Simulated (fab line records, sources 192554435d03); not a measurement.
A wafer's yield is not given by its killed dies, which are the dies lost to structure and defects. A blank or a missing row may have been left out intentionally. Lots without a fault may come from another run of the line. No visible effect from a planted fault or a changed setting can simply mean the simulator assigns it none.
fab line records	flow n5-finfet
record lots=4	wafers=12	last-day=15
route steps=1938 shown BEOL_M4@1099 BEOL_M5@1112 BEOL_M9@1462 PASSIVATION@1936
lots with no fault: from the same line, run without faults
start-h: hours from the record's opening day to when the first of the lot's shown wafers began	wait-h: time in hours since the lot's previous step	" unchanged from the row above	L1.1+2: a row that stands for several wafers	- no value, or no start was given	* or withheld: withheld	< > ~ a bound
route shown NAME@n: a module of which the file shows steps, and the number in the route of the first	usual: mean and standard deviation over wafers with no fault	same: alike in all rows	chamber/n: place in a boat	sites: per-site readings	_std_site: standard deviation across them	_edge_site: inner sites' mean taken away from outer sites' mean	radius-mm: for every site, how far away it sits from the centre of the wafer	mask NAME#n: copy n	behind: the last tool/chamber to shape the wafer	hold: what put the lot on hold/how long, in hours/how the hold closed	device: the n, p or np transistor that did not switch	end of line: at the end of the route, the tests of the same wafers	a step given without rows: its recipe and nothing more	killed: count of dies lost to structure and defects at first sort (not the wafer's yield)	map: a wafer's dies, marking killed ones x, the rest . and places with no die _
set.NAME: setting as actually run; set.NAME@STEP: the setting as run at that earlier step	model.NAME: the simulator's own value behind a step, which no gauge read
lots seen at some steps along the route; tables by step, rows by wafer
services: the hour from which a tool's chamber was out of use, counted from the record's first day as start-h (under 0 if before that day), plus the number of hours and why
## steps
# step N5_BEOL_M4_ANNEAL_95
# recipe temp-c=400	time-s=240	ambient=vacuum
# step N5_BEOL_M4_SPUTTER_96
# recipe material=Cu	target-thk-a=45	temp-c=-20	chamber-pressure-pa=0.07	power-w=withheld	time-s=8.29
# step N5_BEOL_M4_ECD_50
# recipe material=Cu	target-thk-a=3000
# step N5_BEOL_M4_ANNEAL_51
# recipe temp-c=225	time-s=90	ambient=N2
# step N5_BEOL_M4_CMP_52
# recipe stop-on=SiOC	t-overpolish-s=6.8	down-force-psi=1	platen-rpm=50	clearing-platen-down-force-psi=1.5	clearing-platen-rpm=50	post-cmp-clean=cu-alkaline	target-thk-nm=40	clearing-platen-pad-velocity-m-s=0.99484	pad-velocity-m-s=0.99484
# step N5_BEOL_M4_PRE_CLEAN_60
# recipe gas=NH3/H2	time-s=15	temp-c=*	rf-power-w=300
# step N5_BEOL_M4_CO_CAP_55
# recipe material=Co	target-thk-a=20	temp-c=200	precursor=CCTBA/H2	pressure-torr=30	time-s=102.1
# step N5_BEOL_M4_PRE_CLEAN_56
# recipe gas=NH3	time-s=15	temp-c=withheld	rf-power-w=300
# step N5_BEOL_M4_DEP_57
# recipe material=SiCN	target-thk-a=80	temp-c=withheld	precursor=3MS/NH3	pressure-torr=3	rf-w=202	time-s=14
# step N5_BEOL_M4_RC_MEAS_101
# usual DIBL_N=35.9/1.4	DIBL_P=35.9/1.7	IOFF_N=0.160/0.026	IOFF_P=0.21/0.036	ION_N=672/11	ION_P=461/8.1	SS_N=71.4/0.54	SS_P=73.2/0.67	VT_N=249.3/2.7	VT_P=-250/3.9
lot.wafer	tool	chamber	start-h	wait-h	DIBL_N[mV/V]	DIBL_P[mV/V]	IOFF_N[nA/um]	IOFF_P[nA/um]	ION_N[uA/um]	ION_P[uA/um]	SS_N[mV/dec]	SS_P[mV/dec]	VT_N[mV]	VT_P[mV]
L686.1	prober-01	0	192.28	0.0	34.5	34.5	0.133	0.21	676	468	71.3	72.0	249.8	-251
L686.4	"	0	"	"	35.4	34.9	0.150	0.21	681	472	71.8	72.3	250.1	-248
L686.5	"	0	"	"	34.5	34.1	0.137	0.20	675	469	71.2	72.6	250.5	-247
L695.1	prober-01	0	232.06	0.0	35.1	35.2	0.136	0.16	659	451	71.1	73.5	253.4	-254
L695.3	"	0	"	"	34.4	34.3	0.121	0.16	644	442	71.2	72.7	253.6	-257
L695.4	"	0	"	"	35.5	35.0	0.142	0.17	665	451	70.7	73.6	251.3	-255
L696.3	prober-02	0	250.35	0.3	38.5	39.2	0.206	0.25	698	473	72.6	73.8	246.2	-249
L696.4	"	0	"	"	34.6	34.6	0.135	0.18	671	457	71.3	72.2	251.0	-253
L696.6	"	0	"	"	36.9	37.0	0.165	0.21	685	468	71.8	72.7	248.2	-251
L699.1	prober-02	0	254.92	0.0	33.2	33.0	0.127	0.14	662	451	70.4	72.6	252.5	-257
L699.3	"	0	"	"	35.3	35.4	0.143	0.15	667	451	71.1	73.0	251.1	-258
L699.5	"	0	"	"	34.4	34.5	0.135	0.15	663	450	71.1	72.9	250.8	-258
# step N5_BEOL_M5_ILD_DEP_00
# recipe material=SiCOH_lowk	target-thk-a=1406.4	temp-c=300	precursor=DEMS/porogen	pressure-torr=5	rf-w=500	time-s=25.9
# step N5_BEOL_M5_CURE_79
# recipe temp-c=385	time-s=240	ambient=He/Ar	material=SiCOH_lowk
# step N5_BEOL_M5_PECVD_70
# recipe material=SiO2	target-thk-a=160	temp-c=400	precursor=TEOS/O2	pressure-torr=5.5	rf-w=450	teos-flow-sccm=53.8	gas=O2	flow-sccm=3000	time-s=18
# step N5_BEOL_M5_HM_DEP_02
# recipe material=TiN	target-thk-a=200	temp-c=25	chamber-pressure-pa=0.49996
# step N5_BEOL_M5_COAT_59
# recipe resist=SOC	temp-c=250	time-s=60	spin-rpm=1500	resist-thk-nm=60
# step N5_BEOL_M5_COAT_60
# recipe resist=SiARC	temp-c=220	time-s=60	spin-rpm=1500	resist-thk-nm=12
# step N5_BEOL_M5_COAT_71
# recipe resist=underlayer	temp-c=205	time-s=60	spin-rpm=1500	resist-thk-nm=5
# step N5_BEOL_M5_COAT_05
# recipe resist=CAR-EUV	spin-rpm=1500	resist-thk-nm=30
# step N5_BEOL_M5_EBR_07
# recipe solvent=PGMEA	ebr-width-mm=1.5
# step N5_BEOL_M5_SOFTBAKE_06
# recipe temp-c=110	time-s=60	resist=CAR-EUV
# step N5_BEOL_M5_EXPOSE_08
# recipe mask-id=M5	na=0.33	source-shape=annular	sigma-inner=0.4	sigma-outer=0.8	polarization=unpolarized	target-cd-nm=28	dose-mj=35.75
# step N5_BEOL_M5_PEB_09
# recipe peb-temp-c=100	peb-time-s=60	resist=CAR-EUV
# step N5_BEOL_M5_DEVELOP_10
# recipe develop-time-s=30	developer=TMAH	resist=CAR-EUV	rinse-liquid=surfactant-rinse	dry=air-spin	dev-temp-c=23
# step N5_BEOL_M5_DESCUM_16
# recipe chemistry=O2	time-s=7	source-power-w=50	bias-power-w=20	pressure-mtorr=20	rf-frequency-hz=2.712e+07	temp-c=40	resist=CAR-EUV	o2-flow-sccm=225
# step N5_BEOL_M5_ETCH_72
# recipe chemistry=N2/H2	target=underlayer	target-depth-a=65	mask-material=CAR-EUV	time-s=5.2	ion-energy-ev=200	pressure-mtorr=30	source-w=840	bias-w=150	n2-flow-sccm=200	h2-flow-sccm=200	ends=cleared
# step N5_BEOL_M5_ETCH_61
# recipe chemistry=CF4	target=SiARC	target-depth-a=156	mask-material=CAR-EUV	time-s=26	ion-energy-ev=80	pressure-mtorr=40	source-w=545	bias-w=36	Ar_flow_sccm=100	cf4-flow-sccm=100	ends=cleared
# step N5_BEOL_M5_ETCH_62
# recipe chemistry=N2/H2	target=SOC	target-depth-a=750	overetch-a=150	mask-material=SiARC	temp-c=40	time-s=112.5	ion-energy-ev=200	pressure-mtorr=30	source-w=840	bias-w=150	n2-flow-sccm=200	h2-flow-sccm=200
# step N5_BEOL_M5_STRIP_63
# recipe chemistry=N2/H2	temp-c=40	n2-flow-sccm=200	h2-flow-sccm=200	rf-frequency-hz=6e+07
# step N5_BEOL_M5_STRIP_73
# recipe chemistry=N2/H2	temp-c=40	n2-flow-sccm=200	h2-flow-sccm=200	rf-frequency-hz=6e+07
# step N5_BEOL_M5_STRIP_64
# recipe chemistry=CF4	resist=SiARC	power-w=300	bias-power-w=75	pressure-mtorr=50	cf4-flow-sccm=150	rf-frequency-hz=6e+07
# step N5_BEOL_M5_HM_OPEN_17
# recipe chemistry=Cl2/BCl3	target-depth-a=200	overetch-a=60	target=TiN	mask-material=SOC	ion-energy-ev=150	pressure-mtorr=10	icp-w=1000	bias-w=126	Cl2_flow_sccm=53.25	bcl3-flow-sccm=21.75	Ar_flow_sccm=25
# step N5_BEOL_M5_STRIP_19
# recipe chemistry=O2	power-w=400	temp-c=40	pressure-mtorr=30	rf-frequency-hz=6e+07	bias-power-w=0	overash-fraction=0.2	o2-flow-sccm=225
# step N5_BEOL_M5_COAT_65
# recipe resist=SOC	temp-c=250	time-s=60	spin-rpm=1500	resist-thk-nm=60
# step N5_BEOL_M5_COAT_66
# recipe resist=SiARC	temp-c=220	time-s=60	spin-rpm=1500	resist-thk-nm=12
# step N5_BEOL_M9_ECD_50
# recipe material=Cu	target-thk-a=3180
lot.wafer	tool	chamber	start-h	wait-h
L686.1+4+5	ecd-cu-02	0,1,1	234.25	0.1
L695.1+3+4	ecd-cu-01	0,1,0	276.47	0.1
L696.3+4+6	ecd-cu-02	1,0,0	292.49	0.1
L699.1+3+5	ecd-cu-02	1,0,0	299.52	0.1
# step N5_BEOL_M9_CMP_52
# recipe stop-on=SiCOH_lowk	t-overpolish-s=7	down-force-psi=1	platen-rpm=50	clearing-platen-down-force-psi=1.5	clearing-platen-rpm=50	post-cmp-clean=cu-alkaline	target-thk-nm=140	clearing-platen-pad-velocity-m-s=0.99484	pad-velocity-m-s=0.99484
# usual motor-current-A=6.1/0.77	time-to-endpoint-s=68/3.3
lot.wafer	tool	chamber	start-h	wait-h	motor-current-A	time-to-endpoint-s
L686.1	cmp-02	0	234.83	0.3	7.0	66
L686.4	"	1	"	"	5.9	70
L686.5	"	0	"	"	7.6	65
L695.3	cmp-04	0	277.22	0.2	4.8	6
L695.1	"	2	"	"	6.8	4
L695.4	"	3	"	"	4.9	7
L696.3	cmp-02	2	293.01	0.2	7.1	4
L696.4	"	0	"	"	7.0	0
L696.6	"	2	"	"	7.2	1
L699.1	cmp-01	1	299.98	0.3	5.4	68
L699.3	"	3	"	"	5.3	67
L699.5	"	0	"	"	6.1	69
# step N5_PASSIVATION_PROBE_49
# usual defect-limited-yield=90.9/1.5	killed_at_M0_to_M3=35/10	killed_at_M4_up=14/5.2	killed-at-contacts=13/7.3	killed-at-front-end=42/12	killed-at-other=3.4/2.5	killed-dies=108/18	killed-on-rim=14/4.2	killed-open=70/13	killed-short=35/8	sort_bin_5_function=5.4/1	sort_bin_6_memory=3.4/0.71	sort-n-pass=1072/18	sort-yield-pct=90.9/1.5
# same gross-dies=1180	killed-at-back-side=0	sort_bin_4_leakage[%]=0	sort_bin_8_speed[%]=0
lot.wafer	tool	chamber	start-h	wait-h	defect-limited-yield[%]	killed_at_M0_to_M3	killed_at_M4_up	killed-at-contacts	killed-at-front-end	killed-at-other	killed-dies	killed-on-rim	killed-open	killed-short	sort_bin_5_function[%]	sort_bin_6_memory[%]	sort-n-pass	sort-yield-pct[%]
L695.1	prober-02	-	341.32	0.0	0	51	1067	9	52	1	1180	152	90	38	95.5	4.3	0	0
L695.3	prober-02	-	341.42	0.1	0	38	1072	6	63	1	1180	152	92	37	96.2	3.6	0	0
L695.4	prober-02	-	341.47	0.2	0	41	1070	15	47	7	1180	152	88	35	96.1	3.8	0	0
L696.3	prober-01	-	346.39	0.1	0	19	1095	11	49	6	1180	152	74	35	96.8	3.1	0	0
L696.4	prober-01	-	346.44	0.2	0	32	1103	7	34	4	1180	152	62	29	96.6	2.9	0	0
L696.6	prober-01	-	346.54	0.3	0	24	1113	5	33	5	1180	152	58	23	97.8	1.9	0	0
L699.1	prober-02	-	361.42	0.0	88.9	41	16	12	58	4	131	18	73	55	6.1	4.2	1049	88.9
L699.3	prober-02	-	361.52	0.1	90.3	37	14	13	48	2	114	11	76	38	6.1	3.3	1066	90.3
L699.5	prober-02	-	361.62	0.2	93.2	27	12	3	35	3	80	13	41	37	4.8	1.8	1100	93.2
# killed by level:class
L695.1 BEOL_M9:area-ecd=1051 BEOL_M3:geometric-particle:open=17 STI_FIN_REVEAL:geometric-particle:open=13 BEOL_M0_SAQP:geometric-particle:short=10 BEOL_M4:geometric-particle:open=10 FIN_SAQP:geometric-particle:open=9 MOL_CONTACT_COAG:geometric-particle:open=7 BEOL_M2:geometric-particle:open=7
L695.3 BEOL_M9:area-ecd=1051 STI_FIN_REVEAL:geometric-particle:open=14 FIN_SAQP:geometric-particle:open=11 BEOL_M3:geometric-particle:open=9 BEOL_M4:geometric-particle:open=8 DUMMY_GATE:geometric-particle:open=7 BEOL_M0_SAQP:geometric-particle:open=7 BEOL_M0_SAQP:geometric-particle:short=7
L695.4 BEOL_M9:area-ecd=1053 MOL_CONTACT_COAG:geometric-particle:open=13 STI_FIN_REVEAL:geometric-particle:open=10 FIN_SAQP:geometric-particle:open=8 BEOL_M0_SAQP:geometric-particle:open=8 BEOL_M3:geometric-particle:open=8 BEOL_M4:geometric-particle:open=7 BEOL_M0_SAQP:geometric-particle:short=7
L696.3 BEOL_M9:area-ecd=1071 DUMMY_GATE:geometric-particle:open=12 BEOL_M4:geometric-particle:open=10 STI_FIN_REVEAL:geometric-particle:open=9 FIN_SAQP:geometric-particle:open=7 FIN_SAQP:geometric-particle:short=7 MOL_CONTACT_COAG:geometric-particle:open=7 BEOL_M0:geometric-particle:open=6
L696.4 BEOL_M9:area-ecd=1086 FIN_SAQP:geometric-particle:short=9 BEOL_M1:geometric-particle:open=8 BEOL_M4:geometric-particle:open=7 MOL_CONTACT_COAG:geometric-particle:open=6 BEOL_M2:geometric-particle:open=6 FIN_SAQP:geometric-particle:open=5 STI_FIN_REVEAL:geometric-particle:open=4
L696.6 BEOL_M9:area-ecd=1099 FIN_SAQP:geometric-particle:open=8 BEOL_M1:geometric-particle:open=7 BEOL_M4:geometric-particle:open=6 BEOL_M0:geometric-particle:open=5 STARTING-WAFER:geometric-particle:open=5 FIN_SAQP:geometric-particle:short=4 STI_FIN_REVEAL:geometric-particle:open=4
L699.1 FIN_SAQP:geometric-particle:short=16 BEOL_M0_SAQP:geometric-particle:short=11 MOL_CONTACT_COAG:geometric-particle:open=10 BEOL_M0_SAQP:geometric-particle:open=9 STI_FIN_REVEAL:geometric-particle:open=9 BEOL_M4:geometric-particle:open=9 DUMMY_GATE:geometric-particle:open=5 BEOL_M1:geometric-particle:open=5
L699.3 FIN_SAQP:geometric-particle:open=11 MOL_CONTACT_COAG:geometric-particle:open=11 FIN_SAQP:geometric-particle:short=10 STI_FIN_REVEAL:geometric-particle:open=10 BEOL_M3:geometric-particle:open=9 BEOL_M0_SAQP:geometric-particle:short=7 BEOL_M2:geometric-particle:open=6 BEOL_M4:geometric-particle:open=6
L699.5 FIN_SAQP:geometric-particle:short=9 BEOL_M2:geometric-particle:open=8 BEOL_M0_SAQP:geometric-particle:short=7 STI_FIN_REVEAL:geometric-particle:open=6 BEOL_M0_SAQP:geometric-particle:open=6 BEOL_M4:geometric-particle:open=6 STARTING-WAFER:geometric-particle:short=4 GATE_CUT:geometric-particle:short=3
# map L695.1 (x killed, . not)
_________________xxxxxxxxxxxx________________
______________xxxxxxxxxxxxxxxxxx_____________
___________xxxxxxxxxxxxxxxxxxxxxxxx__________
__________xxxxxxxxxxxxxxxxxxxxxxxxxx_________
________xxxxxxxxxxxxxxxxxxxxxxxxxxxxxx_______
_______xxxxxxxxxxxxxxxxxxxxxxxxxxxxxxxx______
______xxxxxxxxxxxxxxxxxxxxxxxxxxxxxxxxxx_____
_____xxxxxxxxxxxxxxxxxxxxxxxxxxxxxxxxxxxx____
____xxxxxxxxxxxxxxxxxxxxxxxxxxxxxxxxxxxxxx___
___xxxxxxxxxxxxxxxxxxxxxxxxxxxxxxxxxxxxxxxx__
___xxxxxxxxxxxxxxxxxxxxxxxxxxxxxxxxxxxxxxxx__
__xxxxxxxxxxxxxxxxxxxxxxxxxxxxxxxxxxxxxxxxxx_
__xxxxxxxxxxxxxxxxxxxxxxxxxxxxxxxxxxxxxxxxxx_
_xxxxxxxxxxxxxxxxxxxxxxxxxxxxxxxxxxxxxxxxxxxx
_xxxxxxxxxxxxxxxxxxxxxxxxxxxxxxxxxxxxxxxxxxxx
_xxxxxxxxxxxxxxxxxxxxxxxxxxxxxxxxxxxxxxxxxxxx
_xxxxxxxxxxxxxxxxxxxxxxxxxxxxxxxxxxxxxxxxxxxx
_xxxxxxxxxxxxxxxxxxxxxxxxxxxxxxxxxxxxxxxxxxxx
_xxxxxxxxxxxxxxxxxxxxxxxxxxxxxxxxxxxxxxxxxxxx
_xxxxxxxxxxxxxxxxxxxxxxxxxxxxxxxxxxxxxxxxxxxx
_xxxxxxxxxxxxxxxxxxxxxxxxxxxxxxxxxxxxxxxxxxxx
__xxxxxxxxxxxxxxxxxxxxxxxxxxxxxxxxxxxxxxxxxx_
__xxxxxxxxxxxxxxxxxxxxxxxxxxxxxxxxxxxxxxxxxx_
___xxxxxxxxxxxxxxxxxxxxxxxxxxxxxxxxxxxxxxxx__
___xxxxxxxxxxxxxxxxxxxxxxxxxxxxxxxxxxxxxxxx__
____xxxxxxxxxxxxxxxxxxxxxxxxxxxxxxxxxxxxxx___
_____xxxxxxxxxxxxxxxxxxxxxxxxxxxxxxxxxxxx____
______xxxxxxxxxxxxxxxxxxxxxxxxxxxxxxxxxx_____
_______xxxxxxxxxxxxxxxxxxxxxxxxxxxxxxxx______
________xxxxxxxxxxxxxxxxxxxxxxxxxxxxxx_______
__________xxxxxxxxxxxxxxxxxxxxxxxxxx_________
___________xxxxxxxxxxxxxxxxxxxxxxxx__________
______________xxxxxxxxxxxxxxxxxx_____________
_________________xxxxxxxxxxxx________________
# map L696.3 (x killed, . not)
_________________xxxxxxxxxxxx________________
______________xxxxxxxxxxxxxxxxxx_____________
___________xxxxxxxxxxxxxxxxxxxxxxxx__________
__________xxxxxxxxxxxxxxxxxxxxxxxxxx_________
________xxxxxxxxxxxxxxxxxxxxxxxxxxxxxx_______
_______xxxxxxxxxxxxxxxxxxxxxxxxxxxxxxxx______
______xxxxxxxxxxxxxxxxxxxxxxxxxxxxxxxxxx_____
_____xxxxxxxxxxxxxxxxxxxxxxxxxxxxxxxxxxxx____
____xxxxxxxxxxxxxxxxxxxxxxxxxxxxxxxxxxxxxx___
___xxxxxxxxxxxxxxxxxxxxxxxxxxxxxxxxxxxxxxxx__
___xxxxxxxxxxxxxxxxxxxxxxxxxxxxxxxxxxxxxxxx__
__xxxxxxxxxxxxxxxxxxxxxxxxxxxxxxxxxxxxxxxxxx_
__xxxxxxxxxxxxxxxxxxxxxxxxxxxxxxxxxxxxxxxxxx_
_xxxxxxxxxxxxxxxxxxxxxxxxxxxxxxxxxxxxxxxxxxxx
_xxxxxxxxxxxxxxxxxxxxxxxxxxxxxxxxxxxxxxxxxxxx
_xxxxxxxxxxxxxxxxxxxxxxxxxxxxxxxxxxxxxxxxxxxx
_xxxxxxxxxxxxxxxxxxxxxxxxxxxxxxxxxxxxxxxxxxxx
_xxxxxxxxxxxxxxxxxxxxxxxxxxxxxxxxxxxxxxxxxxxx
_xxxxxxxxxxxxxxxxxxxxxxxxxxxxxxxxxxxxxxxxxxxx
_xxxxxxxxxxxxxxxxxxxxxxxxxxxxxxxxxxxxxxxxxxxx
_xxxxxxxxxxxxxxxxxxxxxxxxxxxxxxxxxxxxxxxxxxxx
__xxxxxxxxxxxxxxxxxxxxxxxxxxxxxxxxxxxxxxxxxx_
__xxxxxxxxxxxxxxxxxxxxxxxxxxxxxxxxxxxxxxxxxx_
___xxxxxxxxxxxxxxxxxxxxxxxxxxxxxxxxxxxxxxxx__
___xxxxxxxxxxxxxxxxxxxxxxxxxxxxxxxxxxxxxxxx__
____xxxxxxxxxxxxxxxxxxxxxxxxxxxxxxxxxxxxxx___
_____xxxxxxxxxxxxxxxxxxxxxxxxxxxxxxxxxxxx____
______xxxxxxxxxxxxxxxxxxxxxxxxxxxxxxxxxx_____
_______xxxxxxxxxxxxxxxxxxxxxxxxxxxxxxxx______
________xxxxxxxxxxxxxxxxxxxxxxxxxxxxxx_______
__________xxxxxxxxxxxxxxxxxxxxxxxxxx_________
___________xxxxxxxxxxxxxxxxxxxxxxxx__________
______________xxxxxxxxxxxxxxxxxx_____________
_________________xxxxxxxxxxxx________________
## services
tool	chamber	start-h	hours	kind
cmp-04	-	212.95	18.4	pm
cmp-02	-	251.11	4.0	pm
cmp-02	-	255.11	-	consumable-replace:conditioner
cmp-02	-	255.11	-	consumable-replace:pad
cmp-01	-	256.07	10.5	repair
cmp-04	-	265.44	5.6	pm
## key
first-sign step=N5_BEOL_M9_CMP_52	reading=time-to-endpoint-s	direction=down	sigmas=19	usual=*	struck=*
effect step=N5_PASSIVATION_PROBE_49	reading=killed_at_M4_up	direction=up	sigmas=99+	usual=14	struck=1087
more-kills-born-at N5_BEOL_M9_ECD_50@ecd-cu-02=3256	N5_BEOL_M9_ECD_50@ecd-cu-01=3155
met-at N5_BEOL_M9_ECD_50
struck-wafers L695.1,L695.3,L695.4,L696.3,L696.4,L696.6
later-rows-left-out L695.1,L695.3,L695.4,L696.3,L696.4,L696.6
onset-between 234.25 276.47
fault kind=skipped-step-whole	tool=ecd-cu-01,ecd-cu-02	chamber=-	onset-h=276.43	steps=N5_BEOL_M9_ECD_50	scope=struck-lots-only
# later-rows-left-out: the simulator's readings of these wafers behind a module that went badly wrong aren't trusted and aren't shown, but for the sort
